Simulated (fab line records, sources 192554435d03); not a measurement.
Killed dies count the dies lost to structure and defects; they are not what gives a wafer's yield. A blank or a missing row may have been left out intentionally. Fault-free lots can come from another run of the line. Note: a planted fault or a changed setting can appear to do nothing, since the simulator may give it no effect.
Chamber matching    flow n5_finfet    N5_BEOL_M2_ETCHBACK_99 on rie_diel-01: 4 sister chambers
The step etches SiO2 in CHF3, target depth 5 nm, time 10.4 s. 4 wafers are shown with their chamber, then 11 later ones without.

## WAFERS, EACH WITH ITS CHAMBER
wafer   chamber  showerhead_plenum_p_Torr (Torr)
L080.3  1        2.29
L084.3  0        2.16
L084.5  3        2.11
L087.4  2        2.29

## WAFERS WHOSE CHAMBER IS MISSING
wafer   showerhead_plenum_p_Torr (Torr)
L087.5  2.28
L087.6  2.29
L093.2  2.10
L093.3  2.28
L093.4  2.28
L094.2  2.16
L094.4  2.28
L094.5  2.28
L097.1  2.27
L097.2  2.15
L097.5  2.28

## WHICH CHAMBER EACH WENT THROUGH
wafer   from the rows above      in truth
L087.5  can't be placed: 1 or 2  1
L087.6  can't be placed: 1 or 2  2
L093.2  3                        3
L093.3  can't be placed: 1 or 2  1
L093.4  can't be placed: 1 or 2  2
L094.2  0                        0
L094.4  can't be placed: 1 or 2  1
L094.5  can't be placed: 1 or 2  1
L097.1  can't be placed: 1 or 2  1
L097.2  0                        0
L097.5  can't be placed: 1 or 2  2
Correct placement for 3 of the 11. These rows do not allow placing 8 (true chamber among the candidates in 8). Number placed wrongly: 0.
How it was worked out, from the rows above alone: a wafer's distance from a chamber is the root of the sum, over the readings, of the square of ((its reading less the chamber's mean) divided by the reading's scatter). The wafer belongs to the nearest chamber; if the next one is less than 2 further off, it can't be placed. The mean given for a chamber averages the wafers shown for that chamber. The scatter: root of mean squared gap, hidden wafer to nearest shown wafer, with one shown wafer a chamber.
